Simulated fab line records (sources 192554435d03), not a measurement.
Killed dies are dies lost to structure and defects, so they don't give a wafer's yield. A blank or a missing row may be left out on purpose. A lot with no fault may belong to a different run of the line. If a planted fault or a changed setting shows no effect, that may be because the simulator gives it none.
fab line records	flow n5-finfet
record lots=7	wafers=21
route steps=1938 shown ZERO_LAYER@9 PMOS_HMC_CHANNEL_EPI@63 FIN_SAQP@114 FIN_CUT@169 SD_EPI_N@263 HKMG_FIN@390
start-h: the number of hours between the record's first day and the start of the first shown wafer of the lot	wait-h: hours elapsed since this lot's preceding step	" unchanged from the row above	L1.1+2: several wafers, shown together as one row	- no value present, or no start provided	* or withheld: withheld	< > ~ a bound
route shown NAME@n: names a module that has steps shown in the file, with the first one's number in the route	usual: average and standard deviation across the fault-free wafers	same: alike in all rows	chamber/n: place in a boat	sites: readings site by site	_std_site: how widely they spread, as a standard deviation	_edge_site: inner sites' mean taken away from outer sites' mean	radius-mm: for every site, how far away it sits from the centre of the wafer	mask NAME#n: copy n	behind: the last tool/chamber to shape the wafer	hold: reason for holding the lot/hours on hold/outcome of the hold	device: which transistor (n, p or np) failed to switch	end of line: at the end of the route, the tests of the same wafers	for a step that has no rows: nothing shown but its recipe	killed: dies that structure and defects cost at the first sort, which is not the same as the wafer's yield	map: dies across one wafer; x = killed, . = not, _ = none there
set.NAME: the run value of the setting; set.NAME@STEP: its run value at that earlier step	model.NAME: the simulator's own value behind a step, which no gauge read
lots where settings were altered on purpose, with a table for each step and a row for each wafer
## steps
# step N5_ZERO_LAYER_EXPOSE_08
# recipe mask-id=ZERO	na=0.55	source-shape=conventional	sigma-outer=0.8	polarization=unpolarized	defocus-nm=0	target-cd-nm=2000	dose-mj=16.2
lot.wafer	tool	chamber	start-h	wait-h	mask	set.dose-mj
L074.1+3	krf-scanner-01	0	12.48	-	ZERO#0	16.2
L074.5	"	0	"	"	ZERO#0	17.07
L076.1+5	krf-scanner-01	0	24.48	-	ZERO#0	16.2
L076.4	"	0	"	"	ZERO#0	17.13
L077.1+4+5	krf-scanner-02	0	30.60	-	ZERO#0	15.35
L080.1+2+6	krf-scanner-02	0	48.59	-	ZERO#0	16.2
L082.1	krf-scanner-01	0	60.46	-	ZERO#0	16.2
L082.4+6	"	0	"	"	ZERO#0	15.61
L083.4	krf-scanner-02	0	66.63	-	ZERO#0	16.2
L083.5+6	"	0	"	"	ZERO#0	16.85
L086.3+5	krf-scanner-01	0	84.60	-	ZERO#0	17.2
L086.4	"	0	"	"	ZERO#0	16.2
# step N5_ZERO_LAYER_PEB_09
# recipe peb-temp-c=withheld	peb-time-s=*
# step N5_ZERO_LAYER_DEVELOP_10
# recipe develop-time-s=60	rinse-liquid=diw	dry=air-spin	dev-temp-c=21
# step N5_ZERO_LAYER_HARDBAKE_23
# recipe temp-c=130	time-s=120
# step N5_ZERO_LAYER_CD_MEAS_11
# recipe target-cd-nm=2000	landing-energy-ev=500	detector=se-inlens
# usual cd-nm=2000.2/2.7
lot.wafer	tool	chamber	start-h	wait-h	set.dose-mj@ZERO_LAYER_EXPOSE_08	cd-nm
L074.1	cd-sem-01	0	12.66	-	16.2	1996.1
L074.3	"	0	"	"	16.2	1997.3
L074.5	"	0	"	"	17.07	2005.5
L076.1	cd-sem-02	0	24.66	-	16.2	2003.1
L076.4	"	0	"	"	17.13	2014.2
L076.5	"	0	"	"	16.2	2003.5
L077.1	cd-sem-01	0	30.78	-	15.35	1986.9
L077.4	"	0	"	"	15.35	1986.8
L077.5	"	0	"	"	15.35	1985.4
L080.1	cd-sem-03	0	48.77	-	16.2	1996.4
L080.2	"	0	"	"	16.2	1999.6
L080.6	"	0	"	"	16.2	2002.6
L082.1	cd-sem-02	0	60.64	-	16.2	1998.0
L082.4	"	0	"	"	15.61	1990.0
L082.6	"	0	"	"	15.61	1992.0
L083.4	cd-sem-03	0	66.79	-	16.2	1999.1
L083.5	"	0	"	"	16.85	2004.3
L083.6	"	0	"	"	16.85	2005.5
L086.3	cd-sem-02	0	84.77	-	17.2	2010.8
L086.4	"	0	"	"	16.2	1996.6
L086.5	"	0	"	"	17.2	2007.4
# step N5_ZERO_LAYER_DESCUM_16
# recipe chemistry=O2	time-s=7.9	source-power-w=50	bias-power-w=20	pressure-mtorr=20	rf-frequency-hz=2.712e+07	temp-c=40	o2-flow-sccm=225
lot.wafer	tool	chamber	start-h	wait-h	set.time-s	set.dose-mj@ZERO_LAYER_EXPOSE_08	model.ZERO_LAYER.cd-nm
L074.1	rie-diel-06	2	12.99	0.3	8.983	16.2	1996
L074.3	"	1	"	"	8.983	16.2	1998
L074.5	"	2	"	"	8.983	17.07	2006
L076.1	rie-diel-06	1	24.70	0.0	7.9	16.2	2003
L076.4	"	3	"	"	7.9	17.13	2015
L076.5	"	3	"	"	7.9	16.2	2004
L077.1+4	rie-diel-06	0,3	30.90	0.1	7.9	15.35	1987
L077.5	"	1	"	"	9.193	15.35	1985
L080.1	rie-diel-02	0	48.80	0.0	7.9	16.2	1996
L080.2	"	2	"	"	7.9	16.2	2000
L080.6	"	2	"	"	7.9	16.2	2003
L082.1	rie-diel-02	2	60.96	0.3	7.9	16.2	1998
L082.4	"	2	"	"	8.35	15.61	1990
L082.6	"	1	"	"	7.9	15.61	1992
L083.4	rie-diel-05	3	67.10	0.3	7.9	16.2	1999
L083.5	"	2	"	"	7.9	16.85	2004
L083.6	"	1	"	"	7.9	16.85	2005
L086.3	rie-diel-02	0	84.93	0.2	7.9	17.2	2011
L086.4	"	2	"	"	9.291	16.2	1996
L086.5	"	3	"	"	7.9	17.2	2008
# step N5_ZERO_LAYER_ETCH_17
# recipe chemistry=CF4	target=SiO2	target-depth-a=120	time-s=13.3	ion-energy-ev=350	pressure-mtorr=40	source-w=450	bias-w=215	Ar_flow_sccm=100	cf4-flow-sccm=100
# step N5_ZERO_LAYER_ETCH_18
# recipe chemistry=HBr/Cl2	target=Si	target-depth-a=1200	time-s=40	pressure-mtorr=10	icp-w=800	bias-w=75	HBr_flow_sccm=150	Cl2_flow_sccm=80
lot.wafer	tool	chamber	start-h	wait-h	set.dose-mj@ZERO_LAYER_EXPOSE_08	model.ZERO_LAYER.cd-nm
L074.1	rie-si-01	1	13.09	0.0	16.2	1996
L074.3	"	2	"	"	16.2	1998
L074.5	"	3	"	"	17.07	2006
L076.1	rie-si-04	0	24.80	0.0	16.2	2003
L076.4	"	2	"	"	17.13	2015
L076.5	"	1	"	"	16.2	2004
L077.1+4	rie-si-01	1,2	31.00	0.0	15.35	1987
L077.5	"	3	"	"	15.35	1985
L080.1	rie-si-01	0	48.91	0.0	16.2	1997
L080.2	"	2	"	"	16.2	2000
L080.6	"	1	"	"	16.2	2003
L082.1	rie-si-04	2	61.07	0.0	16.2	1998
L082.4	"	0	"	"	15.61	1990
L082.6	"	0	"	"	15.61	1992
L083.4	rie-si-05	3	67.21	0.0	16.2	1999
L083.5	"	1	"	"	16.85	2004
L083.6	"	2	"	"	16.85	2005
L086.3	rie-si-04	2	85.03	0.0	17.2	2011
L086.4	"	3	"	"	16.2	1997
L086.5	"	0	"	"	17.2	2008
# step N5_PMOS_HMC_CHANNEL_EPI_PEB_07
# recipe peb-temp-c=110	peb-time-s=60	resist=CAR-ArF-block
lot.wafer	tool	chamber	start-h	wait-h	set.peb-temp-c
L074.1	litho-track-02	0	17.20	0.1	110
L074.3+5	"	0	"	"	108.3
L076.1+5	litho-track-04	0	30.57	0.1	110
L076.4	"	0	"	"	107.7
L077.1	litho-track-01	0	35.49	0.1	112
L077.4+5	"	0	"	"	110
L080.1+2+6	litho-track-02	0	52.91	0.1	110
L082.1+4+6	litho-track-04	0	65.52	0.1	108.9
L083.4+5+6	litho-track-01	0	71.50	0.0	110
L086.3+4	litho-track-02	0	89.44	0.0	110
L086.5	"	0	"	"	108.6
# step N5_PMOS_HMC_CHANNEL_EPI_DEVELOP_08
# recipe develop-time-s=30	developer=TMAH	resist=CAR-ArF-block	dev-temp-c=23	rinse-liquid=diw	dry=air-spin
# step N5_PMOS_HMC_CHANNEL_EPI_CD_MEAS_09
# recipe target-cd-nm=237.4	landing-energy-ev=500	detector=se-inlens
# usual cd-nm=237.6/0.96
lot.wafer	tool	chamber	start-h	wait-h	set.peb-temp-c@PMOS_HMC_CHANNEL_EPI_PEB_07	cd-nm
L074.1	cd-sem-01	0	17.26	-	110	238.1
L074.3	"	0	"	"	108.3	231.0
L074.5	"	0	"	"	108.3	233.4
L076.1	cd-sem-02	0	30.63	-	110	237.4
L076.4	"	0	"	"	107.7	229.6
L076.5	"	0	"	"	110	238.2
L077.1	cd-sem-02	0	35.55	-	112	241.3
L077.4	"	0	"	"	110	236.2
L077.5	"	0	"	"	110	236.0
L080.1	cd-sem-01	0	52.98	-	110	237.5
L080.2	"	0	"	"	110	238.9
L080.6	"	0	"	"	110	238.4
L082.1	cd-sem-01	0	65.59	-	108.9	234.3
L082.4	"	0	"	"	108.9	234.2
L082.6	"	0	"	"	108.9	233.3
L083.4	cd-sem-02	0	71.56	-	110	238.4
L083.5	"	0	"	"	110	236.8
L083.6	"	0	"	"	110	238.0
L086.3	cd-sem-02	0	89.51	-	110	238.6
L086.4	"	0	"	"	110	238.5
L086.5	"	0	"	"	108.6	233.5
# step N5_PMOS_HMC_CHANNEL_EPI_DESCUM_14
# recipe chemistry=O2	time-s=7.9	source-power-w=50	bias-power-w=20	pressure-mtorr=20	rf-frequency-hz=2.712e+07	temp-c=40	resist=CAR-ArF-block	o2-flow-sccm=225
lot.wafer	tool	chamber	start-h	wait-h	set.peb-temp-c@PMOS_HMC_CHANNEL_EPI_PEB_07	model.PMOS_HMC_CHANNEL_EPI.cd-nm
L074.1	rie-diel-06	0	17.35	0.0	110	237.9
L074.3	"	1	"	"	108.3	231.5
L074.5	"	2	"	"	108.3	233.4
L076.1	rie-diel-06	2	30.72	0.0	110	237.8
L076.4	"	0	"	"	107.7	229.9
L076.5	"	2	"	"	110	238.4
L077.1	rie-diel-02	0	35.68	0.1	112	241.1
L077.4	"	3	"	"	110	236.4
L077.5	"	3	"	"	110	236
L080.1	rie-diel-05	3	53.07	0.0	110	237.5
L080.2	"	2	"	"	110	238.6
L080.6	"	0	"	"	110	238.4
L082.1+4	rie-diel-06	1	65.69	0.0	108.9	234.2
L082.6	"	3	"	"	108.9	233.4
L083.4	rie-diel-02	2	72.24	0.6	110	238.4
L083.5	"	0	"	"	110	236.3
L083.6	"	3	"	"	110	238.6
L086.3	rie-diel-02	2	89.59	0.0	110	238
L086.4	"	3	"	"	110	238.8
L086.5	"	2	"	"	108.6	233.3
# step N5_PMOS_HMC_CHANNEL_EPI_ETCH_32
# recipe chemistry=N2/H2	target=BARC	stop-on=SiO2	target-depth-a=858	over-etch-frac=0.3	time-s=50.3	ion-energy-ev=200	mask-material=CAR-ArF-block	pressure-mtorr=30	source-w=840	bias-w=150	n2-flow-sccm=200	h2-flow-sccm=200
lot.wafer	tool	chamber	start-h	wait-h	set.peb-temp-c@PMOS_HMC_CHANNEL_EPI_PEB_07	model.PMOS_HMC_CHANNEL_EPI.cd-nm
L074.1	rie-diel-06	0	17.39	0.0	110	240.9
L074.3	"	1	"	"	108.3	234.4
L074.5	"	2	"	"	108.3	234.9
L076.1	rie-diel-06	2	30.76	0.0	110	240
L076.4	"	0	"	"	107.7	232.7
L076.5	"	2	"	"	110	240.6
L077.1	rie-diel-02	0	35.71	0.0	112	243.2
L077.4	"	3	"	"	110	239.5
L077.5	"	3	"	"	110	239.2
L080.1	rie-diel-05	3	53.10	0.0	110	240.8
L080.2	"	2	"	"	110	241.1
L080.6	"	0	"	"	110	240.3
L082.1	rie-diel-06	1	65.72	0.0	108.9	237.7
L082.4	"	1	"	"	108.9	237.8
L082.6	"	3	"	"	108.9	236.3
L083.4	rie-diel-02	2	72.28	0.0	110	239.9
L083.5	"	0	"	"	110	238.5
L083.6	"	3	"	"	110	241
L086.3	rie-diel-02	2	89.63	0.0	110	240.8
L086.4	"	3	"	"	110	240.7
L086.5	"	2	"	"	108.6	236.4
# step N5_PMOS_HMC_CHANNEL_EPI_ETCH_38
# recipe chemistry=CF4	target=SiO2	target-depth-a=15	ion-energy-ev=350	pressure-mtorr=10	icp-w=800	bias-w=400	cf4-flow-sccm=80
lot.wafer	tool	chamber	start-h	wait-h	set.bias-w	set.peb-temp-c@PMOS_HMC_CHANNEL_EPI_PEB_07	model.PMOS_HMC_CHANNEL_EPI.cd-nm
L074.1	rie-si-02	1	17.79	0.0	400	110	240.9
L074.3	"	2	"	"	400	108.3	234.3
L074.5	"	1	"	"	366.4	108.3	234.8
L076.1	rie-si-06	0	31.16	0.0	400	110	239.9
L076.4	"	3	"	"	468.8	107.7	232.7
L076.5	"	3	"	"	468.8	110	240.5
L077.1	rie-si-03	1	36.12	0.0	470.4	112	243.2
L077.4	"	3	"	"	470.4	110	239.6
L077.5	"	3	"	"	400	110	239.2
L080.1	rie-si-06	0	53.50	0.0	400	110	240.8
L080.2	"	3	"	"	400	110	241.1
L080.6	"	3	"	"	400	110	240.3
L082.1	rie-si-03	3	66.12	0.0	400	108.9	237.7
L082.4	"	2	"	"	400	108.9	237.6
L082.6	"	1	"	"	400	108.9	236.3
L083.4	rie-si-02	1	72.72	0.0	424.2	110	239.9
L083.5	"	1	"	"	400	110	238.7
L083.6	"	2	"	"	424.2	110	241.1
L086.3	rie-si-02	0	90.04	0.0	454.3	110	240.9
L086.4	"	1	"	"	400	110	240.8
L086.5	"	0	"	"	400	108.6	236.5
# step N5_FIN_SAQP_DESCUM_21
# recipe chemistry=O2	time-s=7.9	source-power-w=50	bias-power-w=20	pressure-mtorr=20	rf-frequency-hz=2.712e+07	temp-c=40	resist=CAR-ArF	o2-flow-sccm=225
lot.wafer	tool	chamber	start-h	wait-h	set.time-s	model.CAR-ArF_of_FIN_SAQP_COAT_10.thk-nm
L074.1	rie-diel-03	1	23.37	0.1	7.9	83.3
L074.3	"	0	"	"	7.9	83.48
L074.5	"	3	"	"	6.87	83.96
L076.1	rie-diel-01	0	35.10	0.0	7.9	83.66
L076.4	"	3	"	"	7.9	83.45
L076.5	"	1	"	"	6.164	84.66
L077.1	rie-diel-04	2	40.76	0.0	7.9	83.72
L077.4	"	0	"	"	9.003	82.79
L077.5	"	2	"	"	7.9	83.51
L080.1	rie-diel-01	3	58.19	0.0	7.9	83.4
L080.2	"	1	"	"	7.9	83.21
L080.6	"	3	"	"	7.9	83.35
L082.1	rie-diel-03	2	70.91	0.0	8.528	82.82
L082.4	"	0	"	"	7.9	83.2
L082.6	"	0	"	"	8.528	82.91
L083.4	rie-diel-01	0	76.97	0.4	7.9	83.09
L083.5	"	2	"	"	7.9	83.12
L083.6	"	1	"	"	7.9	83.08
L086.3	rie-diel-01	3	94.73	0.0	6.76	84.32
L086.4	"	0	"	"	7.9	83.17
L086.5	"	2	"	"	6.76	83.96
# step N5_FIN_SAQP_ETCH_51
# recipe chemistry=CF4	target=SiARC	target-depth-a=455	mask-material=CAR-ArF	time-s=75.8	ion-energy-ev=80	pressure-mtorr=40	source-w=545	bias-w=36	Ar_flow_sccm=100	cf4-flow-sccm=100	ends=cleared
lot.wafer	tool	chamber	start-h	wait-h	set.time-s@FIN_SAQP_DESCUM_21	model.CAR-ArF_of_FIN_SAQP_COAT_10.thk-nm
L074.1	rie-diel-03	1	23.40	0.0	7.9	50.68
L074.3	"	0	"	"	7.9	50.8
L074.5	"	3	"	"	6.87	51.39
L076.1	rie-diel-01	0	35.13	0.0	7.9	50.97
L076.4	"	3	"	"	7.9	50.7
L076.5	"	1	"	"	6.164	52.06
L077.1	rie-diel-04	2	40.79	0.0	7.9	51.22
L077.4	"	0	"	"	9.003	50.16
L077.5	"	2	"	"	7.9	51.04
L080.1	rie-diel-01	3	58.23	0.0	7.9	50.77
L080.2	"	1	"	"	7.9	50.59
L080.6	"	3	"	"	7.9	50.68
L082.1	rie-diel-03	2	70.94	0.0	8.528	50.14
L082.4	"	0	"	"	7.9	50.51
L082.6	"	0	"	"	8.528	50.24
L083.4	rie-diel-01	0	77.02	0.0	7.9	50.51
L083.5	"	2	"	"	7.9	50.52
L083.6	"	1	"	"	7.9	50.48
L086.3	rie-diel-01	3	94.77	0.0	6.76	51.58
L086.4	"	0	"	"	7.9	50.4
L086.5	"	2	"	"	6.76	51.12
# step N5_FIN_CUT_ETCH_21
# recipe chemistry=N2/H2	target=SOC	target-depth-a=2190	overetch-a=438	mask-material=SiARC	temp-c=40	ion-energy-ev=100	bias-w=61	time-s=523.5	pressure-mtorr=30	source-w=850	n2-flow-sccm=200	h2-flow-sccm=200
# usual rf-vpp-V=240.8/1.5
lot.wafer	tool	chamber	start-h	wait-h	set.bias-w	rf-vpp-V
L074.1	rie-diel-02	2	29.76	0.0	61	240.1
L074.3	"	1	"	"	56.2	226.0
L074.5	"	1	"	"	56.2	226.9
L076.1	rie-diel-05	3	40.68	0.0	61	240.6
L076.4	"	2	"	"	61	242.7
L076.5	"	0	"	"	61	240.7
L077.1	rie-diel-06	3	46.32	0.0	56.86	227.4
L077.4	"	0	"	"	56.86	226.7
L077.5	"	2	"	"	61	242.6
L080.1	rie-diel-05	2	63.82	0.0	61	241.9
L080.2	"	1	"	"	61	242.0
L080.6	"	3	"	"	61	241.8
L082.1	rie-diel-02	0	77.63	0.0	61	242.3
L082.4	"	3	"	"	61	242.2
L082.6	"	2	"	"	57.64	229.5
L083.4	rie-diel-02	0	84.64	0.2	66.37	254.8
L083.5	"	3	"	"	66.37	255.1
L083.6	"	2	"	"	61	238.8
L086.3	rie-diel-06	1	101.39	0.0	61	241.7
L086.4	"	3	"	"	53.06	219.8
L086.5	"	0	"	"	53.06	216.7
# step N5_SD_EPI_N_COAT_33
# recipe resist=SiARC	temp-c=220	time-s=60	spin-rpm=1500	resist-thk-nm=35
lot.wafer	tool	chamber	start-h	wait-h	set.spin-rpm	model.SiARC_of_SD_EPI_N_COAT_33.thk-nm
L074.1+3+5	litho-track-03	0	-	-	1500	35
L076.1+5	litho-track-04	0	-	-	1500	35
L076.4	"	0	"	"	1350	36.8
L077.1+4	litho-track-05	0	-	-	1500	35
L077.5	"	0	"	"	1500	35.2
L080.1	litho-track-05	0	-	-	1500	35
L080.2+6	"	0	"	"	1500	35.2
L082.1+6	litho-track-03	0	-	-	1593	34
L082.4	"	0	"	"	1500	35.2
L083.4+5	litho-track-05	0	-	-	1500	34.8
L083.6	"	0	"	"	1360	36.6
L086.3	litho-track-03	0	-	-	1500	35
L086.4	"	0	"	"	1567	34.2
L086.5	"	0	"	"	1567	34.4
# step N5_SD_EPI_N_DEVELOP_08
# recipe develop-time-s=30	developer=TMAH	resist=CAR-ArF-block	dev-temp-c=23	rinse-liquid=diw	dry=air-spin
lot.wafer	tool	chamber	start-h	wait-h	set.develop-time-s
L074.1	litho-track-04	0	-	-	30
L074.3+5	"	0	"	"	25.51
L076.1+4+5	litho-track-05	0	-	-	30
L077.1+4+5	litho-track-04	0	-	-	30
L080.1+2+6	litho-track-03	0	-	-	30
L082.1+4	litho-track-04	0	-	-	30
L082.6	"	0	"	"	32.32
L083.4+6	litho-track-05	0	-	-	36.53
L083.5	"	0	"	"	30
L086.3+4+5	litho-track-05	0	-	-	30
# step N5_SD_EPI_N_DESCUM_14
# recipe chemistry=O2	time-s=7.9	source-power-w=50	bias-power-w=20	pressure-mtorr=20	rf-frequency-hz=2.712e+07	temp-c=40	resist=CAR-ArF-block	o2-flow-sccm=225
# step N5_SD_EPI_N_ETCH_34
# recipe chemistry=CF4	target=SiARC	target-depth-a=455	mask-material=CAR-ArF-block	time-s=75.8	ion-energy-ev=80	pressure-mtorr=40	source-w=545	bias-w=36	Ar_flow_sccm=100	cf4-flow-sccm=100	ends=cleared
lot.wafer	tool	chamber	start-h	wait-h	set.spin-rpm@SD_EPI_N_COAT_33	model.CAR-ArF-block_of_SD_EPI_N_COAT_03.thk-nm	model.etch.depth-nm
L074.1	rie-diel-01	2	51.26	0.0	1500	110.2	34.98
L074.3	"	1	"	"	1500	110.6	34.96
L074.5	"	3	"	"	1500	110.6	35.09
L076.1	rie-diel-03	0	62.57	0.0	1500	111	34.92
L076.4	"	2	"	"	1350	109.4	36.87
L076.5	"	2	"	"	1500	111	34.91
L077.1	rie-diel-03	3	67.19	0.0	1500	111	35.05
L077.4	"	2	"	"	1500	111.4	34.97
L077.5	"	1	"	"	1500	111	35.14
L080.1	rie-diel-03	0	86.34	0.0	1500	111	35.01
L080.2	"	2	"	"	1500	111.2	35.1
L080.6	"	1	"	"	1500	110.6	35.1
L082.1	rie-diel-04	1	104.11	0.0	1593	111.6	33.96
L082.4	"	2	"	"	1500	110.6	35.12
L082.6	"	3	"	"	1593	112	33.97
L083.4	rie-diel-03	3	107.26	0.0	1500	112.8	34.89
L083.5	"	3	"	"	1500	112.6	34.74
L083.6	"	2	"	"	1360	110.8	36.61
L086.3	rie-diel-03	1	123.15	0.0	1500	111.2	34.97
L086.4	"	0	"	"	1567	111.6	34.3
L086.5	"	0	"	"	1567	111.6	34.31
# step N5_HKMG_FIN_COAT_41
# recipe resist=SOC	temp-c=250	time-s=60	spin-rpm=1500	resist-thk-nm=300
lot.wafer	tool	chamber	start-h	wait-h	set.spin-rpm	model.SOC_of_HKMG_FIN_COAT_41.thk-nm
L074.1	litho-track-03	0	74.28	-	1626	286.6
L074.3	"	0	"	"	1500	299.4
L074.5	"	0	"	"	1626	286.4
L076.1	litho-track-03	0	84.46	-	1500	302.4
L076.4	"	0	"	"	1500	302
L076.5	"	0	"	"	1500	301.8
L077.1	litho-track-02	0	89.81	-	1500	300.2
L077.4	"	0	"	"	1562	295
L077.5	"	0	"	"	1562	293.4
L080.1	litho-track-04	0	111.15	-	1500	300.4
L080.2	"	0	"	"	1500	299.8
L080.6	"	0	"	"	1500	301
L082.1	litho-track-02	0	127.99	-	1500	300.6
L082.4	"	0	"	"	1593	292.4
L082.6	"	0	"	"	1593	292
L083.4	litho-track-02	0	129.37	-	1500	299.6
L083.5	"	0	"	"	1500	299.8
L083.6	"	0	"	"	1546	294.6
L086.3	litho-track-03	0	145.57	-	1500	299
L086.4	"	0	"	"	1367	312.8
L086.5	"	0	"	"	1367	314.6
## key
split step=N5_ZERO_LAYER_EXPOSE_08	setting=dose-mj	stated=16.2	by=wafer
response step=N5_ZERO_LAYER_CD_MEAS_11	reading=cd-nm	change=+1.83	per=1%	r=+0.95
response step=N5_ZERO_LAYER_DESCUM_16	reading=model.ZERO_LAYER.cd-nm	change=+1.85	per=1%	r=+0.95
response step=N5_ZERO_LAYER_ETCH_18	reading=model.ZERO_LAYER.cd-nm	change=+1.84	per=1%	r=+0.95
split step=N5_ZERO_LAYER_DESCUM_16	setting=time-s	stated=7.9	by=wafer
response none clear
split step=N5_PMOS_HMC_CHANNEL_EPI_PEB_07	setting=peb-temp-c	stated=110	by=wafer
response step=N5_PMOS_HMC_CHANNEL_EPI_CD_MEAS_09	reading=cd-nm	change=+3.61	per=1%	r=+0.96
response step=N5_PMOS_HMC_CHANNEL_EPI_DESCUM_14	reading=model.PMOS_HMC_CHANNEL_EPI.cd-nm	change=+3.5	per=1%	r=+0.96
response step=N5_PMOS_HMC_CHANNEL_EPI_ETCH_32	reading=model.PMOS_HMC_CHANNEL_EPI.cd-nm	change=+3.26	per=1%	r=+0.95
response step=N5_PMOS_HMC_CHANNEL_EPI_ETCH_38	reading=model.PMOS_HMC_CHANNEL_EPI.cd-nm	change=+3.24	per=1%	r=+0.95
split step=N5_PMOS_HMC_CHANNEL_EPI_ETCH_38	setting=bias-w	stated=400	by=wafer
response none clear
split step=N5_FIN_SAQP_DESCUM_21	setting=time-s	stated=7.9	by=wafer
response step=N5_FIN_SAQP_DESCUM_21	reading=model.CAR-ArF_of_FIN_SAQP_COAT_10.thk-nm	change=-0.0535	per=1%	r=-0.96
response step=N5_FIN_SAQP_ETCH_51	reading=model.CAR-ArF_of_FIN_SAQP_COAT_10.thk-nm	change=-0.0581	per=1%	r=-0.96
split step=N5_FIN_CUT_ETCH_21	setting=bias-w	stated=61	by=wafer
response step=N5_FIN_CUT_ETCH_21	reading=rf-vpp-V	change=+1.9	per=1%	r=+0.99
split step=N5_SD_EPI_N_COAT_33	setting=spin-rpm	stated=1500	by=wafer
response step=N5_SD_EPI_N_COAT_33	reading=model.SiARC_of_SD_EPI_N_COAT_33.thk-nm	change=-0.185	per=1%	r=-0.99
response step=N5_SD_EPI_N_ETCH_34	reading=model.CAR-ArF-block_of_SD_EPI_N_COAT_03.thk-nm	change=+0.175	per=1%	r=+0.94
response step=N5_SD_EPI_N_ETCH_34	reading=model.etch.depth-nm	change=-0.189	per=1%	r=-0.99
split step=N5_SD_EPI_N_DEVELOP_08	setting=develop-time-s	stated=30	by=wafer
response none clear
split step=N5_HKMG_FIN_COAT_41	setting=spin-rpm	stated=1500	by=wafer
response step=N5_HKMG_FIN_COAT_41	reading=model.SOC_of_HKMG_FIN_COAT_41.thk-nm	change=-1.55	per=1%	r=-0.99
